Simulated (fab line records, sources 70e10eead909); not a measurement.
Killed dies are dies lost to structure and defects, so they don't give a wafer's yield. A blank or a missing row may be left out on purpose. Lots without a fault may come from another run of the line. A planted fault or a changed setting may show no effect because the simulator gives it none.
fab line records | flow nand_harc
record lots=22 wafers=66 last_day=34
route steps=1302 shown A_STAIRCASE@700
lots that met no fault: from a run of the same line without faults
start_h: hours from the record's first day to the start of the lot's first wafer shown | wait_h: hours since the lot's step before | " the same as in the row above | L1.1+2: a row that stands for several wafers | - no value, or no start given | * or withheld: withheld | < > ~ a bound
route shown NAME@n: a module of which the file shows steps, and the number in the route of the first | usual: mean/standard deviation of fault-free wafers | same: alike in all rows | chamber/n: place in a boat | sites: the reading at each site | _std_site: their standard deviation | _edge_site: outer sites' mean less inner sites' | radius_mm: how far each site lies from the wafer's centre | mask NAME#n: copy n | behind: the tool/chamber that last shaped the wafer | hold: why the lot was held/for how many hours/how that ended | device: the transistor (n, p or np) that didn't switch | end of line: the same wafers' tests at the end of the route | a step without rows: its recipe alone | killed: dies lost to structure and defects at the first sort, not the wafer's yield | map: a wafer's dies, x killed, . not, _ none there
set.NAME: the setting as run; set.NAME@STEP: as run at that earlier step | model.NAME: the simulator's own value behind a step, which no gauge read
steps of the route over a sample of lots; a table a step, a row a wafer
services: from which hour (start_h, from the record's first day; less than 0 if before it) a tool's chamber was out of use, for how many hours, and why
## steps
# step NHARC_A_STAIRCASE_DESCUM_186
# recipe time_s=3 o2_flow_sccm=200 ar_flow_sccm=0 bias_power_w=0 chemistry=O2
# usual drypump_motor_current_A=5.79/0.29 oes_product_au=0.998/0.0093 rf_vpp_V=57.7/0.94 showerhead_plenum_p_Torr=1.90/0.093 throttle_valve_pct=11.310/0.0096
# same bias_power_w=0 time_s=3
# columns lot.wafer tool chamber start_h wait_h drypump_motor_current_A oes_product_au rf_hours_counter_h rf_vpp_V showerhead_plenum_p_Torr throttle_valve_pct
L074.2 rie_diel-11 2 357.72 - 5.96 1.008 25 57.4 1.86 11.311
L074.6 " 1 " " 5.48 1.000 - 58.6 1.95 11.317
L074.5 " 2 " " 5.95 0.992 - 57.7 1.86 11.283
L075.1 rie_diel-10 0 372.57 - 5.58 1.008 46 57.7 1.90 11.299
L075.2 " 1 " " 5.48 1.004 42 58.1 1.92 11.293
L075.5 " 0 " " 5.60 1.010 - 56.5 1.90 11.307
L076.3 rie_diel-10 1 372.86 - 5.51 0.993 42 58.1 1.92 11.308
L076.1 " 2 " " 5.33 1.001 37 56.4 1.76 11.316
L076.4 " 3 " " 6.03 1.006 39 57.6 1.84 11.308
L077.1 rie_diel-11 3 374.28 - 5.93 0.991 30 57.1 1.88 11.310
L077.4 " 1 " " 5.46 0.987 36 56.5 1.94 11.314
L077.5 " 2 " " 5.95 1.003 - 57.0 1.86 11.309
L078.1 rie_diel-11 3 406.20 - 5.89 0.999 37 57.2 1.88 11.303
L078.2 " 0 " " 6.20 1.000 45 56.6 1.77 11.318
L078.5 " 1 " " 5.47 1.008 - 56.5 1.94 11.311
L079.2 rie_diel-11 3 407.53 - 5.91 0.990 37 58.1 1.88 11.321
L079.5 " 1 " " 5.46 0.988 - 59.2 1.94 11.309
L079.6 " 2 " " 5.92 0.998 - 56.3 1.85 11.332
L080.1 rie_diel-13 2 423.60 - 6.18 1.001 21 58.0 1.77 11.314
L080.2 " 1 " " 5.64 0.992 21 55.6 1.80 11.311
L080.5 " 2 " " 6.20 0.988 - 56.3 1.77 11.314
L081.2 rie_diel-10 2 437.29 - 5.30 1.002 0 59.6 2.08 11.289
L081.1 " 1 " " 5.55 0.994 1 57.3 1.92 11.309
L081.4 " 3 " " 6.02 1.009 - 57.8 1.83 11.325
L083.2 rie_diel-10 2 445.51 - 5.33 1.012 4 59.1 2.08 11.311
L083.6 " 2 " " 5.31 1.019 - 57.5 2.08 11.303
L083.5 " 3 " " 6.03 1.009 - 59.1 1.83 11.319
L082.3 rie_diel-11 2 448.56 - 5.90 0.998 1 58.5 1.85 11.292
L082.2 " 1 " " 5.47 0.985 1 59.0 1.94 11.300
L082.5 " 2 " " 5.91 1.004 - 56.4 1.85 11.320
L084.1 rie_diel-11 3 458.53 - 5.92 1.006 7 57.1 1.87 11.310
L084.3 " 0 " " 6.23 0.988 7 57.9 2.07 11.301
L084.5 " 3 " " 5.91 0.994 - 57.7 1.88 11.293
L086.4 rie_diel-10 2 464.12 - 5.31 1.002 14 58.7 2.07 11.322
L086.5 " 3 " " 6.01 1.001 - 57.5 1.83 11.326
L086.6 " 0 " " 5.57 0.995 - 59.5 1.89 11.316
L085.2 rie_diel-11 2 475.75 - 5.93 1.003 8 59.0 1.85 11.312
L085.1 " 1 " " 5.48 0.986 9 58.2 1.94 11.310
L085.6 " 3 " " 5.88 1.008 - 55.7 1.87 11.315
L087.1 rie_diel-13 2 504.12 - 6.19 0.995 51 56.9 1.76 11.306
L087.3 " 0 " " 5.72 0.987 54 56.7 1.88 11.313
L087.5 " 2 " " 6.20 1.001 - 57.4 1.76 11.307
L090.1 rie_diel-11 2 523.65 - 5.92 0.984 23 58.7 1.85 11.319
L090.3 " 3 " " 5.91 0.989 29 58.1 1.87 11.327
L090.5 " 2 " " 5.93 0.983 - 58.8 1.84 11.310
L091.3 rie_diel-11 3 523.98 - 5.88 0.990 29 58.6 1.87 11.310
L091.1 " 0 " " 6.19 0.987 30 59.1 2.07 11.313
L091.6 " 3 " " 5.91 0.992 - 59.0 1.87 11.305
L093.1 rie_diel-10 3 537.75 - 6.02 1.008 40 56.6 1.82 11.315
L093.4 " 1 " " 5.53 1.003 37 57.9 1.90 11.310
L093.6 " 3 " " 6.04 1.001 - 57.3 1.82 11.313
L092.3 rie_diel-13 3 538.19 - 5.46 0.988 5 57.0 1.83 11.300
L092.4 " 3 " " 5.40 0.985 - 57.9 1.83 11.318
L092.6 " 0 " " 5.71 0.995 - 58.6 1.87 11.314
L094.1 rie_diel-11 1 571.38 - 5.48 0.995 28 57.7 1.93 11.325
L094.4 " 2 " " 5.90 0.999 38 57.4 1.84 11.309
L094.3 " 0 " " 6.23 0.999 44 60.1 2.06 11.309
L095.1 rie_diel-13 3 571.82 - 5.46 0.989 17 58.3 1.82 11.311
L095.4 " 0 " " 5.74 1.021 18 58.1 1.87 11.308
L095.5 " 2 " " 6.19 1.020 - 58.6 2.07 11.297
L097.4 rie_diel-13 1 591.17 - 5.63 0.982 22 56.4 1.78 11.298
L097.2 " 2 " " 6.21 1.009 20 59.0 2.07 11.284
L097.5 " 2 " " 6.20 1.008 - 58.1 2.07 11.322
L096.3 rie_diel-13 1 596.74 - 5.65 0.983 23 57.7 1.78 11.310
L096.2 " 3 " " 5.46 0.996 24 57.8 1.82 11.324
L096.5 " 1 " " 5.65 0.987 - 56.9 1.78 11.289
# step NHARC_A_STAIRCASE_TRIM_187
# recipe time_s=211.2 o2_flow_sccm=500 ar_flow_sccm=0 bias_w=0 chemistry=O2
# usual drypump_motor_current_A=5.81/0.29 oes_product_au=0.998/0.01 rf_vpp_V=57.7/0.93 showerhead_plenum_p_Torr=3.50/0.16 throttle_valve_pct=17.036/0.0089
# same time_s=211.2
# columns lot.wafer tool chamber start_h wait_h drypump_motor_current_A oes_product_au rf_hours_counter_h rf_vpp_V showerhead_plenum_p_Torr throttle_valve_pct
L074.2 rie_diel-11 0 357.81 0.1 6.21 0.986 29 57.4 3.30 17.027
L074.6 " 3 " " 5.91 0.992 - 58.1 3.48 17.039
L074.5 " 0 " " 6.19 0.989 - 56.2 3.30 17.043
L075.2 rie_diel-10 2 372.64 0.1 5.34 1.008 37 56.7 3.27 17.049
L075.1 " 3 " " 6.04 1.013 39 56.5 3.40 17.038
L075.5 " 3 " " 6.04 1.015 - 57.1 3.40 17.031
L076.4 rie_diel-10 1 373.00 0.1 5.56 1.001 42 58.8 3.54 17.031
L076.3 " 2 " " 5.28 0.989 37 57.9 3.27 17.025
L076.1 " 3 " " 6.05 1.000 39 57.4 3.40 17.026
L077.4 rie_diel-11 2 374.36 0.1 5.92 0.995 33 57.3 3.43 17.031
L077.1 " 1 " " 5.46 1.001 36 57.7 3.58 17.041
L077.5 " 2 " " 5.96 0.990 - 56.9 3.43 17.043
L078.2 rie_diel-11 1 406.27 0.1 5.48 0.995 45 59.0 3.58 17.036
L078.1 " 3 " " 5.89 0.986 37 58.1 3.47 17.026
L078.5 " 2 " " 5.96 0.984 - 58.0 3.43 17.022
L079.2 rie_diel-11 1 407.63 0.1 5.50 1.008 46 57.1 3.58 17.036
L079.5 " 3 " " 5.91 0.992 - 57.0 3.47 17.029
L079.6 " 0 " " 6.20 0.987 - 56.7 3.29 17.044
L080.2 rie_diel-13 1 423.68 0.1 5.64 0.997 21 57.5 3.33 17.040
L080.1 " 2 " " 6.20 0.984 22 57.2 3.28 17.037
L080.5 " 2 " " 6.20 1.008 - 56.6 3.28 17.043
L081.2 rie_diel-10 2 437.39 0.1 5.32 1.004 0 57.1 3.81 17.038
L081.1 " 1 " " 5.54 1.000 1 59.3 3.53 17.045
L081.4 " 3 " " 6.04 1.006 - 58.2 3.39 17.045
L083.2 rie_diel-10 1 445.64 0.1 5.58 1.004 5 58.3 3.53 17.029
L083.5 " 2 " " 5.29 1.010 - 59.5 3.81 17.032
L083.6 " 1 " " 5.55 0.993 - 58.0 3.53 17.048
L082.3 rie_diel-11 0 448.66 0.1 6.20 0.997 1 57.7 3.81 17.037
L082.2 " 2 " " 6.00 1.007 1 58.4 3.42 17.036
L082.5 " 0 " " 6.21 0.990 - 58.4 3.81 17.040
L084.1 rie_diel-11 3 458.63 0.1 5.91 0.986 7 57.1 3.46 17.061
L084.3 " 1 " " 5.49 0.992 5 57.7 3.57 17.034
L084.5 " 3 " " 5.92 1.004 - 57.6 3.46 17.041
L086.4 rie_diel-10 1 464.25 0.1 5.54 1.002 12 57.1 3.53 17.028
L086.6 " 0 " " 5.62 0.998 - 56.7 3.49 17.036
L086.5 " 1 " " 5.56 0.997 - 57.4 3.53 17.035
L085.2 rie_diel-11 1 475.84 0.1 5.49 0.989 9 57.7 3.57 17.032
L085.1 " 0 " " 6.24 0.985 11 58.5 3.80 17.043
L085.6 " 2 " " 5.99 1.006 - 56.4 3.42 17.035
L087.1 rie_diel-13 3 504.37 0.2 5.42 0.999 56 56.4 3.38 17.049
L087.3 " 2 " " 6.23 1.009 51 57.9 3.27 17.036
L087.5 " 3 " " 5.43 1.001 - 57.2 3.38 17.031
L090.1 rie_diel-11 2 523.74 0.1 5.94 0.996 23 57.5 3.41 17.039
L090.3 " 3 " " 5.88 0.992 29 56.8 3.45 17.031
L090.5 " 0 " " 6.21 0.974 - 58.4 3.79 17.030
L091.1 rie_diel-11 2 524.17 0.2 5.97 0.989 24 55.8 3.41 17.028
L091.3 " 3 " " 5.92 0.993 30 58.0 3.45 17.033
L091.6 " 3 " " 5.91 0.993 - 57.5 3.45 17.019
L093.1 rie_diel-10 0 537.84 0.1 5.61 1.003 33 57.7 3.48 17.043
L093.4 " 2 " " 5.35 1.013 38 58.2 3.79 17.034
L093.6 " 3 " " 6.04 1.016 - 56.7 3.37 17.055
L092.3 rie_diel-13 0 538.31 0.1 5.73 1.011 5 57.6 3.46 17.034
L092.6 " 0 " " 5.73 1.011 - 57.1 3.46 17.033
L092.4 " 2 " " 6.22 0.998 - 57.6 3.80 17.039
L094.1 rie_diel-11 2 571.48 0.1 5.95 1.008 38 57.7 3.40 17.032
L094.4 " 3 " " 5.92 0.993 43 56.2 3.44 17.029
L094.3 " 0 " " 6.23 0.998 44 57.7 3.78 17.013
L095.4 rie_diel-13 1 571.91 0.1 5.65 0.977 17 56.9 3.31 17.041
L095.1 " 3 " " 5.46 0.989 17 57.3 3.37 17.043
L095.5 " 1 " " 5.66 0.976 - 57.4 3.31 17.033
L097.2 rie_diel-13 0 591.26 0.1 5.74 1.011 24 57.8 3.45 17.047
L097.4 " 1 " " 5.65 0.986 22 57.5 3.30 17.028
L097.5 " 1 " " 5.65 0.974 - 56.6 3.30 17.043
L096.2 rie_diel-13 1 596.82 0.1 5.65 0.989 23 56.4 3.30 17.032
L096.3 " 2 " " 6.21 1.006 22 56.9 3.80 17.036
L096.5 " 1 " " 5.66 0.991 - 56.5 3.30 17.027
# step NHARC_A_STAIRCASE_ETCH_192
# recipe target_depth_a=1000 time_s=40.5 ion_energy_ev=400 c4f8_flow_sccm=20 o2_flow_sccm=10 ar_flow_sccm=withheld rf_w=600 bias_w=1000 chemistry=C4F8/O2
# usual oes_product_au=0.937/0.013 rf_vpp_V=895/5.8
# same time_s=40.5
# columns lot.wafer tool chamber start_h wait_h oes_product_au rf_hours_counter_h rf_vpp_V
L074.2 rie_diel-11 0 - - 0.932 29 888
L074.5 " 2 " " 0.928 - 893
L074.6 " 3 " " 0.943 - 895
L075.2 rie_diel-10 0 - - 0.952 46 895
L075.1 " 1 " " 0.937 43 897
L075.5 " 3 " " 0.947 - 891
L076.4 rie_diel-10 2 - - 0.956 38 887
L076.1 " 3 " " 0.944 40 892
L076.3 " 0 " " 0.931 46 895
L077.1 rie_diel-11 1 - - 0.944 37 897
L077.4 " 2 " " 0.933 33 893
L077.5 " 0 " " 0.929 - 886
L078.1 rie_diel-11 3 - - 0.935 37 895
L078.2 " 1 " " 0.934 46 898
L078.5 " 3 " " 0.932 - 894
L079.2 rie_diel-11 3 - - 0.938 38 893
L079.6 " 0 " " 0.934 - 886
L079.5 " 1 " " 0.935 - 898
L080.1 rie_diel-13 0 - - 0.927 22 895
L080.2 " 2 " " 0.924 22 886
L080.5 " 3 " " 0.915 - 891
L081.1 rie_diel-10 1 - - 0.938 1 897
L081.2 " 2 " " 0.950 1 905
L081.4 " 2 " " 0.959 - 908
L083.2 rie_diel-10 3 - - 0.943 5 892
L083.6 " 1 " " 0.928 - 896
L083.5 " 3 " " 0.944 - 890
L082.3 rie_diel-11 3 - - 0.949 2 896
L082.2 " 0 " " 0.933 2 906
L082.5 " 0 " " 0.933 - 905
L084.3 rie_diel-11 0 - - 0.945 7 907
L084.1 " 2 " " 0.948 6 893
L084.5 " 0 " " 0.932 - 906
L086.4 rie_diel-10 2 - - 0.942 15 906
L086.5 " 0 " " 0.935 - 893
L086.6 " 1 " " 0.943 - 895
L085.1 rie_diel-11 0 - - 0.929 11 906
L085.2 " 1 " " 0.949 9 897
L085.6 " 3 " " 0.934 - 894
L087.1 rie_diel-13 3 - - 0.936 57 891
L087.3 " 0 " " 0.933 55 893
L087.5 " 3 " " 0.938 - 890
L090.1 rie_diel-11 2 - - 0.929 24 892
L090.3 " 3 " " 0.914 30 892
L090.5 " 3 " " 0.917 - 893
L091.3 rie_diel-11 2 - - 0.923 24 892
L091.1 " 3 " " 0.921 30 894
L091.6 " 2 " " 0.918 - 892
L093.4 rie_diel-10 0 - - 0.936 34 893
L093.1 " 1 " " 0.944 37 896
L093.6 " 3 " " 0.955 - 891
L092.3 rie_diel-13 0 - - 0.950 5 892
L092.4 " 2 " " 0.938 8 906
L092.6 " 0 " " 0.957 - 895
L094.3 rie_diel-11 2 - - 0.936 39 892
L094.1 " 3 " " 0.927 43 893
L094.4 " 1 " " 0.937 28 898
L095.1 rie_diel-13 1 - - 0.915 17 888
L095.4 " 3 " " 0.945 17 889
L095.5 " 1 " " 0.913 - 888
L097.4 rie_diel-13 3 - - 0.931 22 891
L097.2 " 0 " " 0.947 24 893
L097.5 " 2 " " 0.950 - 907
L096.2 rie_diel-13 0 - - 0.946 26 891
L096.3 " 3 " " 0.937 24 889
L096.5 " 1 " " 0.918 - 886
# step NHARC_A_STAIRCASE_TRIM_198
# recipe time_s=211.2 o2_flow_sccm=500 ar_flow_sccm=0 bias_w=0 chemistry=O2
# usual drypump_motor_current_A=5.73/0.29 oes_product_au=0.999/0.0094 rf_vpp_V=57.7/0.89 showerhead_plenum_p_Torr=3.48/0.16 throttle_valve_pct=17.037/0.0089
# same time_s=211.2
# columns lot.wafer tool chamber start_h wait_h drypump_motor_current_A oes_product_au rf_hours_counter_h rf_vpp_V showerhead_plenum_p_Torr throttle_valve_pct
L074.2 rie_diel-10 3 - - 6.05 0.997 35 57.0 3.40 17.028
L074.6 " 2 " " 5.30 1.009 - 57.0 3.27 17.017
L074.5 " 3 " " 6.03 1.010 - 58.1 3.40 17.026
L075.2 rie_diel-13 3 - - 5.45 0.990 10 57.5 3.41 17.038
L075.1 " 0 " " 5.72 1.002 10 57.6 3.49 17.041
L075.5 " 1 " " 5.65 0.985 - 56.7 3.34 17.059
L076.1 rie_diel-13 2 - - 6.21 1.000 7 56.5 3.29 17.036
L076.3 " 0 " " 5.75 1.002 11 58.1 3.49 17.044
L076.4 " 1 " " 5.66 0.997 8 58.2 3.34 17.050
L077.1 rie_diel-11 2 - - 5.96 0.996 33 59.2 3.43 17.040
L077.4 " 3 " " 5.90 1.001 30 57.4 3.47 17.030
L077.5 " 3 " " 5.91 1.006 - 58.0 3.47 17.046
L078.1 rie_diel-10 2 - - 5.33 1.022 48 57.0 3.26 17.033
L078.2 " 3 " " 6.03 1.011 52 57.0 3.39 17.037
L078.5 " 0 " " 5.58 1.008 - 58.7 3.50 17.032
L079.2 rie_diel-10 2 - - 5.28 1.013 48 57.0 3.26 17.033
L079.6 " 1 " " 5.58 1.000 - 57.3 3.54 17.048
L079.5 " 2 " " 5.29 0.999 - 58.1 3.26 17.029
L080.1 rie_diel-13 3 - - 5.48 0.986 23 56.2 3.40 17.042
L080.2 " 2 " " 6.18 1.003 22 56.3 3.28 17.038
L080.5 " 3 " " 5.45 0.993 - 56.5 3.40 17.010
L081.4 rie_diel-13 1 - - 5.64 0.986 26 57.2 3.33 17.040
L081.1 " 2 " " 6.21 0.997 26 57.4 3.28 17.044
L081.2 " 3 " " 5.44 0.986 26 57.1 3.40 17.026
L083.2 rie_diel-11 3 - - 5.90 0.997 1 58.7 3.47 17.024
L083.6 " 0 " " 6.20 0.994 - 58.4 3.81 17.031
L083.5 " 1 " " 5.48 0.992 - 57.4 3.57 17.048
L082.2 rie_diel-11 0 - - 6.22 0.998 6 58.9 3.81 17.039
L082.3 " 1 " " 5.46 0.996 4 58.4 3.57 17.027
L082.5 " 2 " " 5.95 1.013 - 57.8 3.42 17.033
L084.3 rie_diel-13 2 - - 6.19 0.998 36 58.1 3.27 17.039
L084.1 " 0 " " 5.73 0.994 37 58.7 3.47 17.040
L084.5 " 2 " " 6.18 0.980 - 58.7 3.28 17.025
L086.4 rie_diel-10 0 - - 5.61 1.015 8 58.9 3.49 17.049
L086.5 " 0 " " 5.59 0.998 - 57.9 3.49 17.027
L086.6 " 1 " " 5.55 1.006 - 58.4 3.53 17.030
L085.2 rie_diel-10 0 - - 5.60 1.006 12 58.3 3.49 17.044
L085.1 " 1 " " 5.57 0.995 16 58.8 3.52 17.039
L085.6 " 2 " " 5.28 1.007 - 58.9 3.80 17.035
L087.3 rie_diel-10 0 - - 5.61 0.995 20 56.9 3.48 17.022
L087.1 " 2 " " 5.34 1.002 24 58.4 3.79 17.039
L087.5 " 3 " " 6.04 1.005 - 58.4 3.38 17.053
L090.1 rie_diel-10 1 - - 5.53 1.003 29 57.3 3.52 17.032
L090.3 " 2 " " 5.25 1.006 31 58.4 3.79 17.032
L090.5 " 2 " " 5.29 1.004 - 58.9 3.79 17.040
L091.3 rie_diel-10 1 - - 5.58 1.000 30 57.8 3.52 17.041
L091.1 " 2 " " 5.31 1.000 31 57.7 3.79 17.030
L091.6 " 1 " " 5.53 1.002 - 57.8 3.52 17.026
L093.4 rie_diel-11 2 - - 5.93 1.002 30 57.0 3.41 17.044
L093.1 " 3 " " 5.88 1.005 36 56.0 3.45 17.033
L093.6 " 2 " " 5.98 1.000 - 58.2 3.41 17.053
L092.4 rie_diel-13 2 - - 6.17 1.007 8 58.6 3.80 17.038
L092.3 " 0 " " 5.74 1.015 6 58.7 3.46 17.032
L092.6 " 3 " " 5.47 0.988 - 57.5 3.38 17.016
L094.3 rie_diel-11 1 - - 5.51 0.981 29 58.6 3.56 17.037
L094.4 " 2 " " 5.92 0.986 39 57.9 3.40 17.028
L094.1 " 3 " " 5.90 0.980 43 59.2 3.44 17.047
L095.1 rie_diel-13 1 - - 5.64 0.986 17 56.3 3.31 17.023
L095.4 " 0 " " 5.74 1.020 19 57.3 3.45 17.040
L095.5 " 1 " " 5.64 0.984 - 55.1 3.31 17.041
L097.2 rie_diel-11 2 - - 5.95 0.997 44 57.4 3.40 17.037
L097.4 " 3 " " 5.91 0.986 47 57.3 3.44 17.023
L097.5 " 0 " " 6.22 0.992 - 56.5 3.78 17.032
L096.2 rie_diel-13 0 - - 5.74 1.005 27 56.4 3.45 17.026
L096.3 " 2 " " 6.18 1.004 23 59.0 3.79 17.040
L096.5 " 0 " " 5.74 1.013 - 56.9 3.45 17.037
# step NHARC_A_STAIRCASE_ETCH_227
# recipe target_depth_a=1000 time_s=40.5 ion_energy_ev=400 c4f8_flow_sccm=20 o2_flow_sccm=10 ar_flow_sccm=withheld rf_w=600 bias_w=1000 chemistry=C4F8/O2
# usual oes_product_au=0.939/0.01 rf_vpp_V=893/5.5
# same time_s=40.5
# columns lot.wafer tool chamber start_h wait_h oes_product_au rf_hours_counter_h rf_vpp_V
L074.2 rie_diel-13 0 - - 0.938 8 893
L074.5 " 0 " " 0.942 - 893
L074.6 " 1 " " 0.940 - 889
L075.2 rie_diel-13 0 - - 0.953 11 894
L075.1 " 1 " " 0.940 8 889
L075.5 " 3 " " 0.921 - 892
L076.3 rie_diel-11 3 - - 0.942 31 895
L076.4 " 1 " " 0.937 38 900
L076.1 " 2 " " 0.951 34 892
L077.4 rie_diel-10 0 - - 0.949 48 894
L077.1 " 2 " " 0.936 39 887
L077.5 " 1 " " 0.947 - 896
L078.1 rie_diel-13 2 - - 0.950 19 887
L078.2 " 3 " " 0.926 19 891
L078.5 " 0 " " 0.950 - 895
L079.2 rie_diel-13 2 - - 0.949 19 888
L079.5 " 2 " " 0.955 - 886
L079.6 " 3 " " 0.928 - 891
L080.1 rie_diel-11 3 - - 0.931 45 894
L080.2 " 1 " " 0.930 52 898
L080.5 " 0 " " 0.934 - 888
L081.1 rie_diel-13 3 - - 0.926 30 890
L081.4 " 0 " " 0.950 29 895
L081.2 " 1 " " 0.933 31 888
L083.2 rie_diel-10 1 - - 0.931 8 896
L083.5 " 2 " " 0.935 - 905
L083.6 " 3 " " 0.930 - 890
L082.3 rie_diel-10 2 - - 0.955 12 904
L082.2 " 3 " " 0.934 12 892
L082.5 " 2 " " 0.950 - 907
L084.1 rie_diel-13 1 - - 0.937 38 889
L084.3 " 3 " " 0.938 40 890
L084.5 " 2 " " 0.954 - 887
L086.4 rie_diel-13 2 - - 0.943 39 886
L086.5 " 3 " " 0.942 - 892
L086.6 " 0 " " 0.940 - 893
L085.2 rie_diel-11 3 - - 0.939 12 894
L085.1 " 0 " " 0.938 13 906
L085.6 " 3 " " 0.944 - 893
L087.3 rie_diel-13 1 - - 0.927 46 886
L087.1 " 3 " " 0.922 58 890
L087.5 " 1 " " 0.929 - 887
L090.1 rie_diel-10 1 - - 0.946 35 896
L090.3 " 3 " " 0.938 38 890
L090.5 " 0 " " 0.944 - 894
L091.1 rie_diel-10 0 - - 0.941 32 895
L091.3 " 1 " " 0.928 35 894
L091.6 " 2 " " 0.952 - 904
L093.4 rie_diel-13 1 - - 0.918 9 888
L093.1 " 2 " " 0.946 9 903
L093.6 " 1 " " 0.932 - 888
L092.4 rie_diel-13 3 - - 0.937 7 891
L092.3 " 2 " " 0.953 10 907
L092.6 " 0 " " 0.951 - 892
L094.1 rie_diel-13 0 - - 0.947 19 894
L094.4 " 1 " " 0.924 18 887
L094.3 " 2 " " 0.948 18 904
L095.4 rie_diel-10 2 - - 0.924 46 904
L095.1 " 3 " " 0.936 49 890
L095.5 " 1 " " 0.932 - 895
L097.2 rie_diel-10 1 - - 0.951 49 896
L097.4 " 3 " " 0.968 53 889
L097.5 " 1 " " 0.942 - 896
L096.2 rie_diel-11 2 - - 0.925 46 891
L096.3 " 3 " " 0.928 50 893
L096.5 " 1 " " 0.938 - 896
# step NHARC_A_STAIRCASE_TRIM_231
# recipe time_s=211.2 o2_flow_sccm=500 ar_flow_sccm=0 bias_w=0 chemistry=O2
# usual drypump_motor_current_A=5.79/0.28 oes_product_au=0.998/0.0092 rf_vpp_V=57.7/0.86 showerhead_plenum_p_Torr=3.48/0.14 throttle_valve_pct=17.035/0.0095
# same time_s=211.2
# columns lot.wafer tool chamber start_h wait_h drypump_motor_current_A oes_product_au rf_hours_counter_h rf_vpp_V showerhead_plenum_p_Torr throttle_valve_pct
L074.2 rie_diel-11 0 - - 6.19 0.976 31 57.2 3.29 17.035
L074.6 " 1 " " 5.49 0.991 - 58.2 3.58 17.047
L074.5 " 2 " " 5.94 0.997 - 57.8 3.43 17.018
L075.2 rie_diel-13 0 - - 5.73 1.003 11 59.0 3.49 17.031
L075.1 " 1 " " 5.66 0.999 8 56.4 3.34 17.049
L075.5 " 0 " " 5.75 1.000 - 57.9 3.49 17.027
L076.1 rie_diel-11 1 - - 5.49 0.994 38 59.4 3.58 17.034
L076.3 " 2 " " 6.00 0.996 34 59.3 3.43 17.023
L076.4 " 0 " " 6.18 0.977 37 57.0 3.29 17.044
L077.1 rie_diel-13 2 - - 6.20 1.002 9 58.8 3.29 17.026
L077.4 " 1 " " 5.65 0.983 9 57.7 3.34 17.030
L077.5 " 2 " " 6.18 0.997 - 56.9 3.29 17.021
L078.2 rie_diel-11 3 - - 5.93 0.994 38 58.2 3.47 17.047
L078.1 " 1 " " 5.49 0.998 46 58.7 3.58 17.031
L078.5 " 0 " " 6.25 0.995 - 57.4 3.29 17.033
L079.2 rie_diel-13 1 - - 5.64 1.003 20 56.7 3.33 17.048
L079.5 " 0 " " 5.74 1.003 - 57.4 3.48 17.039
L079.6 " 1 " " 5.65 1.000 - 56.6 3.33 17.029
L080.1 rie_diel-11 2 - - 5.96 1.000 46 57.5 3.42 17.024
L080.2 " 1 " " 5.49 1.007 52 58.2 3.57 17.050
L080.5 " 3 " " 5.90 0.994 - 58.4 3.47 17.033
L081.4 rie_diel-13 0 - - 5.74 0.996 29 57.5 3.48 17.032
L081.2 " 1 " " 5.65 0.996 31 58.2 3.32 17.028
L081.1 " 2 " " 6.18 1.003 29 57.8 3.28 17.025
L083.2 rie_diel-11 3 - - 5.91 0.992 6 57.1 3.46 17.034
L083.6 " 2 " " 5.91 0.993 - 58.4 3.42 17.040
L083.5 " 3 " " 5.89 0.994 - 58.2 3.46 17.031
L082.2 rie_diel-13 3 - - 5.43 0.989 37 56.2 3.39 17.016
L082.3 " 0 " " 5.75 0.998 36 57.9 3.48 17.041
L082.5 " 3 " " 5.44 0.989 - 57.2 3.39 17.034
L084.1 rie_diel-10 2 - - 5.30 1.021 14 59.3 3.80 17.040
L084.3 " 3 " " 6.04 1.001 14 57.3 3.38 17.030
L084.5 " 1 " " 5.56 0.995 - 58.6 3.53 17.032
L086.4 rie_diel-10 0 - - 5.60 1.011 10 58.2 3.49 17.018
L086.5 " 2 " " 5.32 1.008 - 58.2 3.80 17.040
L086.6 " 3 " " 6.04 1.013 - 57.7 3.38 17.020
L085.2 rie_diel-11 2 - - 5.92 0.989 10 57.3 3.42 17.041
L085.1 " 0 " " 6.20 0.991 13 57.7 3.80 17.034
L085.6 " 3 " " 5.91 0.991 - 57.3 3.46 17.037
L087.3 rie_diel-11 3 - - 5.91 1.008 23 58.0 3.45 17.025
L087.1 " 1 " " 5.47 0.986 19 57.5 3.56 17.038
L087.5 " 2 " " 5.94 0.998 - 58.9 3.41 17.039
L091.3 rie_diel-11 1 - - 5.48 1.001 19 58.0 3.56 17.023
L091.1 " 2 " " 5.91 0.999 29 56.3 3.41 17.031
L091.6 " 3 " " 5.90 0.999 - 56.5 3.45 17.030
L090.1 rie_diel-13 0 534.45 0.1 5.72 1.012 4 57.2 3.46 17.045
L090.3 " 3 " " 5.42 0.993 - 57.5 3.38 17.037
L090.5 " 0 " " 5.74 1.008 - 57.8 3.46 17.033
L093.1 rie_diel-13 1 - - 5.65 0.978 9 59.3 3.31 17.020
L093.4 " 3 " " 5.42 0.993 7 57.9 3.38 17.034
L093.6 " 2 " " 6.19 1.015 - 57.6 3.80 17.030
L092.4 rie_diel-11 0 - - 6.22 0.992 39 58.4 3.79 17.047
L092.3 " 1 " " 5.48 0.995 22 57.1 3.56 17.018
L092.6 " 3 " " 5.91 1.000 - 57.5 3.45 17.049
L094.4 rie_diel-13 0 - - 5.72 1.017 20 56.8 3.45 17.030
L094.1 " 1 " " 5.64 0.978 18 56.2 3.31 17.037
L094.3 " 2 " " 6.19 1.013 18 57.7 3.80 17.032
L095.4 rie_diel-10 1 - - 5.48 1.008 46 57.7 3.51 17.029
L095.1 " 3 " " 6.03 1.027 49 57.1 3.36 17.021
L095.5 " 1 " " 5.52 1.008 - 58.0 3.51 17.044
L097.2 rie_diel-11 3 - - 5.92 0.994 48 56.2 3.44 17.050
L097.4 " 0 " " 6.22 0.990 49 59.6 3.78 17.011
L097.5 " 3 " " 5.93 0.998 - 58.4 3.44 17.032
L096.3 rie_diel-11 3 - - 5.93 1.006 50 57.3 3.44 17.026
L096.2 " 0 " " 6.20 0.986 51 59.6 3.78 17.023
L096.5 " 2 " " 5.94 0.989 - 57.2 3.40 17.041
## services
# columns tool chamber start_h hours kind
rie_diel-11 0 341.42 - clean
rie_diel-11 1 341.42 - clean
rie_diel-11 2 341.42 - clean
rie_diel-11 3 341.42 - clean
rie_diel-13 - 342.02 9.0 pm
rie_diel-10 3 360.61 7.2 repair
rie_diel-11 0 365.92 - clean
rie_diel-11 1 365.92 - clean
rie_diel-11 2 365.92 - clean
rie_diel-11 3 365.92 - clean
rie_diel-11 0 390.42 - clean
rie_diel-11 1 390.42 - clean
rie_diel-11 2 390.42 - clean
rie_diel-11 3 390.42 - clean
rie_diel-10 - 420.98 9.0 pm
rie_diel-13 0 428.43 10.0 repair
rie_diel-11 - 435.73 9.0 pm
rie_diel-10 1 447.44 2.5 repair
rie_diel-13 1 490.52 16.3 repair
rie_diel-11 1 513.47 17.3 repair
rie_diel-13 - 519.02 9.0 pm
rie_diel-13 1 533.64 5.1 repair
rie_diel-10 - 552.61 1.2 repair
rie_diel-10 - 597.98 9.0 pm
## key
fault none
